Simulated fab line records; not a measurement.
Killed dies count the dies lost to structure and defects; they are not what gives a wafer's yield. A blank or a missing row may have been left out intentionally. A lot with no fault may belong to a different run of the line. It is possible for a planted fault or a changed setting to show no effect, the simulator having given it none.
What tool caused it? / flow nand_harc / 14 lots with 42 wafers sampled at 6 steps, on a route of 1302 steps

== WHAT THE GAUGES READ, wafer by wafer ==
NHARC_A_CHANNEL_FILL_D1_INSPECT_13. Usual: 274 for raw_defect_count, sd 100.
lot=L560; measured=day 10 20:19; on=defect_inspect-01; raw_defect_count=615 411 338; flag=
lot=L569; measured=day 14 12:37; on=defect_inspect-02; raw_defect_count=181 238 137; flag=
lot=L571; measured=day 15 05:53; on=defect_inspect-01; raw_defect_count=559 320 380; flag=
lot=L570; measured=day 15 17:38; on=defect_inspect-02; raw_defect_count=271 314 301; flag=
lot=L572; measured=day 16 01:50; on=defect_inspect-01; raw_defect_count=357 170 425; flag=
lot=L574; measured=day 16 22:09; on=defect_inspect-02; raw_defect_count=337 578 258; flag=
lot=L575; measured=day 17 03:07; on=defect_inspect-02; raw_defect_count=364 200 441; flag=
lot=L576; measured=day 17 16:59; on=defect_inspect-02; raw_defect_count=348 231 257; flag=
lot=L577; measured=day 17 16:59; on=defect_inspect-01; raw_defect_count=338 403 242; flag=
lot=L578; measured=day 18 09:41; on=defect_inspect-02; raw_defect_count=250 238 219; flag=
lot=L579; measured=day 19 02:34; on=defect_inspect-01; raw_defect_count=284 152 152; flag=
lot=L581; measured=day 19 15:59; on=defect_inspect-02; raw_defect_count=277 183 221; flag=
lot=L582; measured=day 20 02:26; on=defect_inspect-02; raw_defect_count=160 161 158; flag=
lot=L583; measured=day 20 02:26; on=defect_inspect-01; raw_defect_count=349 254 265; flag=

NHARC_A_ONON_D2_THK_MEAS_02: measures by ellipsometry. Usual: 999 nm for thk_nm, sd 7.8.
lot=L560; measured=day 12 04:47; on=film_metro-01; thk_nm (nm)=993 994 994; flag=
lot=L569; measured=day 16 01:50; on=film_metro-01; thk_nm (nm)=1008 1008 1009; flag=
lot=L571; measured=day 16 18:41; on=film_metro-01; thk_nm (nm)=1002 1001 1000; flag=
lot=L570; measured=day 17 05:51; on=film_metro-01; thk_nm (nm)=992 993 993; flag=
lot=L572; measured=day 17 11:19; on=film_metro-02; thk_nm (nm)=981 982 982; flag=
lot=L574; measured=day 18 12:44; on=film_metro-02; thk_nm (nm)=1000 998 998; flag=
lot=L575; measured=day 18 12:44; on=film_metro-01; thk_nm (nm)=993 991 992; flag=
lot=L576; measured=day 19 03:29; on=film_metro-01; thk_nm (nm)=994 994 996; flag=
lot=L577; measured=day 19 03:28; on=film_metro-02; thk_nm (nm)=1002 1000 1002; flag=
lot=L578; measured=day 19 23:54; on=film_metro-01; thk_nm (nm)=1004 1005 1004; flag=
lot=L579; measured=day 20 13:18; on=film_metro-01; thk_nm (nm)=991 993 994; flag=
lot=L581; measured=day 21 06:36; on=film_metro-01; thk_nm (nm)=1000 998 1000; flag=
lot=L582; measured=day 21 21:34; on=film_metro-02; thk_nm (nm)=1011 1010 1011; flag=
lot=L583; measured=day 21 21:34; on=film_metro-01; thk_nm (nm)=1001 1003 1003; flag=

NHARC_A_ONON_D2_THK_MEAS_08: measures by ellipsometry. Usual: 1000 nm for thk_nm, sd 8.2.
lot=L560; measured=day 12 05:55; on=film_metro-02; thk_nm (nm)=1008 1008 1008; flag=
lot=L569; measured=day 16 02:57; on=film_metro-01; thk_nm (nm)=1001 1166 1001; flag=OFF
lot=L571; measured=day 16 19:49; on=film_metro-01; thk_nm (nm)=987 986 1151; flag=OFF
lot=L570; measured=day 17 06:59; on=film_metro-01; thk_nm (nm)=990 989 989; flag=
lot=L572; measured=day 17 12:27; on=film_metro-02; thk_nm (nm)=1003 1003 1005; flag=
lot=L574; measured=day 18 13:52; on=film_metro-02; thk_nm (nm)=1003 1004 1005; flag=
lot=L575; measured=day 18 13:52; on=film_metro-01; thk_nm (nm)=996 995 996; flag=
lot=L576; measured=day 19 04:37; on=film_metro-01; thk_nm (nm)=1005 1005 1005; flag=
lot=L577; measured=day 19 04:36; on=film_metro-02; thk_nm (nm)=1008 1007 1007; flag=
lot=L578; measured=day 20 01:02; on=film_metro-02; thk_nm (nm)=1010 1012 1008; flag=
lot=L579; measured=day 20 14:26; on=film_metro-02; thk_nm (nm)=996 997 996; flag=
lot=L581; measured=day 21 07:44; on=film_metro-02; thk_nm (nm)=1006 1005 1007; flag=
lot=L582; measured=day 21 22:41; on=film_metro-01; thk_nm (nm)=999 998 1001; flag=
lot=L583; measured=day 21 22:41; on=film_metro-02; thk_nm (nm)=1002 1001 1000; flag=

NHARC_END_SORT_01. Usual: killed_at_array 56, standard deviation 18; killed_at_other 1.4, standard deviation 1.5; killed_at_periphery 4, standard deviation 3.1; killed_dies 61, standard deviation 19; killed_open 3.5, standard deviation 1.8; killed_short 2.4, standard deviation 1.4.
lot=L569; measured=day 28 07:32; on=prober-01; killed_at_array=47 660 40; killed_at_other=0 3 1; killed_at_periphery=7 14 5; killed_dies=54 677 46; killed_open=6 4 2; killed_short=4 4 2; flag=OFF
lot=L571; measured=day 29 12:19; on=prober-02; killed_at_array=50 45 671; killed_at_other=4 5 0; killed_at_periphery=7 5 6; killed_dies=61 55 677; killed_open=7 2 3; killed_short=2 3 0; flag=OFF
lot=L576; measured=day 31 01:46; on=prober-01; killed_at_array=54 68 64; killed_at_other=1 3 1; killed_at_periphery=7 2 7; killed_dies=62 73 72; killed_open=1 3 4; killed_short=1 3 0; flag=
lot=L577; measured=day 30 20:00; on=prober-02; killed_at_array=56 48 46; killed_at_other=2 4 2; killed_at_periphery=1 3 4; killed_dies=59 55 52; killed_open=5 7 4; killed_short=1 1 2; flag=
lot=L579; measured=day 32 20:58; on=prober-01; killed_at_array=35; killed_at_other=0; killed_at_periphery=2; killed_dies=37; killed_open=2; killed_short=2; flag=

== WHICH TOOL RAN EACH LOT (tool, then ch and the chambers of the sampled wafers, then the start) ==
lot=L560; NHARC_A_DECK1_JOINT_CMP_02=cmp-02 ch 0,2, day 12 03:30; NHARC_A_ONON_D2_DEP_06=pecvd_onon-03 ch 0, day 12 05:31
lot=L569; NHARC_A_DECK1_JOINT_CMP_02=cmp-02 ch 0,1,2, day 16 00:35; NHARC_A_ONON_D2_DEP_06=pecvd_onon-02 ch 0, day 16 02:30
lot=L571; NHARC_A_DECK1_JOINT_CMP_02=cmp-03 ch 0,1,2, day 16 17:24; NHARC_A_ONON_D2_DEP_06=pecvd_onon-02 ch 0, day 16 19:18
lot=L570; NHARC_A_DECK1_JOINT_CMP_02=cmp-02 ch 1,2, day 17 04:28; NHARC_A_ONON_D2_DEP_06=pecvd_onon-04 ch 0, day 17 06:28
lot=L572; NHARC_A_DECK1_JOINT_CMP_02=cmp-02 ch 0,1, day 17 10:03; NHARC_A_ONON_D2_DEP_06=pecvd_onon-04 ch 0, day 17 12:00
lot=L574; NHARC_A_DECK1_JOINT_CMP_02=cmp-01 ch 0,1,3, day 18 11:28; NHARC_A_ONON_D2_DEP_06=pecvd_onon-04 ch 0, day 18 13:22
lot=L575; NHARC_A_DECK1_JOINT_CMP_02=cmp-03 ch 0,2, day 18 11:27; NHARC_A_ONON_D2_DEP_06=pecvd_onon-03 ch 0, day 18 13:28
lot=L576; NHARC_A_DECK1_JOINT_CMP_02=cmp-03 ch 0,1,3, day 19 02:11; NHARC_A_ONON_D2_DEP_06=pecvd_onon-02 ch 0, day 19 04:06
lot=L577; NHARC_A_DECK1_JOINT_CMP_02=cmp-01 ch 0,1,2, day 19 02:14; NHARC_A_ONON_D2_DEP_06=pecvd_onon-04 ch 0, day 19 04:12
lot=L578; NHARC_A_DECK1_JOINT_CMP_02=cmp-01 ch 0,2, day 19 22:38; NHARC_A_ONON_D2_DEP_06=pecvd_onon-04 ch 0, day 20 00:31
lot=L579; NHARC_A_DECK1_JOINT_CMP_02=cmp-02 ch 2,3, day 20 12:01; NHARC_A_ONON_D2_DEP_06=pecvd_onon-02 ch 0, day 20 14:06
lot=L581; NHARC_A_DECK1_JOINT_CMP_02=cmp-02 ch 1,2, day 21 05:19; NHARC_A_ONON_D2_DEP_06=pecvd_onon-02 ch 0, day 21 07:13
lot=L582; NHARC_A_DECK1_JOINT_CMP_02=cmp-02 ch 2,3, day 21 20:18; NHARC_A_ONON_D2_DEP_06=pecvd_onon-02 ch 0, day 21 22:20
lot=L583; NHARC_A_DECK1_JOINT_CMP_02=cmp-01 ch 0,1,2, day 21 20:17; NHARC_A_ONON_D2_DEP_06=pecvd_onon-03 ch 0, day 21 22:14
- NHARC_A_DECK1_JOINT_CMP_02: polishes SiOx.
- NHARC_A_ONON_D2_DEP_06: target thk 1000 nm.

== WHAT THE TOOLS THEMSELVES READ (means of the sampled wafers that have a number; where no wafer has one, the mark that the record gives instead) ==
NHARC_A_DECK1_JOINT_CMP_02. Usual: 12.8 A for motor_current_A, sd 1.5.
lot=L560; tool=cmp-02; motor_current_A (A)=14.0; flag=
lot=L569; tool=cmp-02; motor_current_A (A)=13.7; flag=
lot=L571; tool=cmp-03; motor_current_A (A)=13.0; flag=
lot=L570; tool=cmp-02; motor_current_A (A)=13.2; flag=
lot=L572; tool=cmp-02; motor_current_A (A)=12.7; flag=
lot=L574; tool=cmp-01; motor_current_A (A)=12.9; flag=
lot=L575; tool=cmp-03; motor_current_A (A)=12.8; flag=
lot=L576; tool=cmp-03; motor_current_A (A)=12.4; flag=
lot=L577; tool=cmp-01; motor_current_A (A)=13.6; flag=
lot=L578; tool=cmp-01; motor_current_A (A)=12.0; flag=
lot=L579; tool=cmp-02; motor_current_A (A)=13.1; flag=
lot=L581; tool=cmp-02; motor_current_A (A)=14.3; flag=
lot=L582; tool=cmp-02; motor_current_A (A)=11.6; flag=
lot=L583; tool=cmp-01; motor_current_A (A)=13.3; flag=

== THE ANSWER, worked out from the rows above alone ==
Rule: a lot is off if the mean of its wafers that have a number lies more than 3 standard deviations from the usual mean. Also off: a lot with no number at a reading for which 4 or more lots have one. Any other lot the step has rows for is counted as sound. After the gauges, taken in route order, come the tools' own readings; for these a lot's mean is taken, as printed above. At the first step where some lot is off, the reading lying furthest off is the one used; lots without a number count as furthest.
Off: L569, L571, at NHARC_A_ONON_D2_THK_MEAS_08 (thk_nm).
If a tool, at a process step before that reading, ran all the lots that are off and no sound lot after the first of them, it fits. Not tried: the gauges at NHARC_A_ONON_D2_THK_MEAS_08; whatever is off there is also off at NHARC_END_SORT_01, on other tools, and gauge error can't account for it. Of those tried, none fits.

== WHAT THE SIMULATOR PUT IN ==
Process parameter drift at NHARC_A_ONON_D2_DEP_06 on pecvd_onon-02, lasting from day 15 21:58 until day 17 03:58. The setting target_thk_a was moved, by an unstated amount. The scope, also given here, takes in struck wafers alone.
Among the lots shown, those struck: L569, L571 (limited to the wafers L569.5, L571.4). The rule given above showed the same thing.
